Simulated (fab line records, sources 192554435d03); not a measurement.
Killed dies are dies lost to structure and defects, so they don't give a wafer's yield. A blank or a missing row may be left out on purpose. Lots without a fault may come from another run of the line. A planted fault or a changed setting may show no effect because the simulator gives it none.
Chamber matching | flow n5_finfet | N5_BEOL_M7_ALD_77 on ald_metal-01: 4 sister chambers
The step deposits TaN, target thk 2 nm, pulse time 2 s, purge time 3 s. 14 wafers are shown with their chamber, then 7 later ones without.

WAFERS WITH THEIR CHAMBER
wafer  | chamber | heater_power_w (W) | chamber_pressure_Torr (Torr)
L083.1 | 3       | 391                | 3.000
L083.3 | 0       | 411                | 3.003
L083.5 | 1       | 441                | 3.010
L087.3 | 1       | 447                | 2.992
L087.4 | 3       | 383                | 2.994
L087.5 | 3       | 387                | 2.996
L088.1 | 0       | 406                | 3.002
L088.3 | 1       | 433                | 2.994
L088.4 | 3       | 386                | 2.982
L093.2 | 0       | 406                | 3.007
L093.4 | 1       | 441                | 3.009
L093.6 | 3       | 395                | 2.996
L091.3 | 2       | 454                | 3.003
L091.5 | 0       | 406                | 3.000

SIGNATURES (means of the wafers above)
reading               | chamber 0 | chamber 1 | chamber 2 | chamber 3 | scatter within a chamber
heater_power_w        | 407.25    | 440.50    | 454.00    | 388.40    | 4.53
chamber_pressure_Torr | 3.00300   | 3.00125   | 3.00300   | 2.99360   | 0.00699
Rule: a wafer's distance from a chamber is the root of the sum, over the readings, of the square of ((its reading less the chamber's mean) divided by the reading's scatter). The wafer belongs to the nearest chamber; if the next one is less than 2 further off, it can't be placed. The scatter: the root of (the sum of the squares of (reading less its chamber's mean) over the shown wafers, divided by (wafers less chambers)).

WAFERS WITHOUT THEIR CHAMBER
wafer  | heater_power_w (W) | chamber_pressure_Torr (Torr)
L091.6 | 444                | 3.007
L094.3 | 448                | 3.004
L094.5 | 454                | 3.006
L094.6 | 379                | 3.003
L096.1 | 401                | 2.992
L096.4 | 438                | 3.004
L096.5 | 439                | 2.994

WHICH CHAMBER EACH WENT THROUGH
wafer  | from the rows above     | in truth
L091.6 | can't be placed: 1 or 2 | 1
L094.3 | can't be placed: 2 or 1 | 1
L094.5 | 2                       | 2
L094.6 | 3                       | 3
L096.1 | can't be placed: 0 or 3 | 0
L096.4 | 1                       | 1
L096.5 | 1                       | 1
Placed correctly: 4 of 7. Can't be placed from these rows: 3 (the true chamber is among the candidates in 3). Placed wrongly: 0.
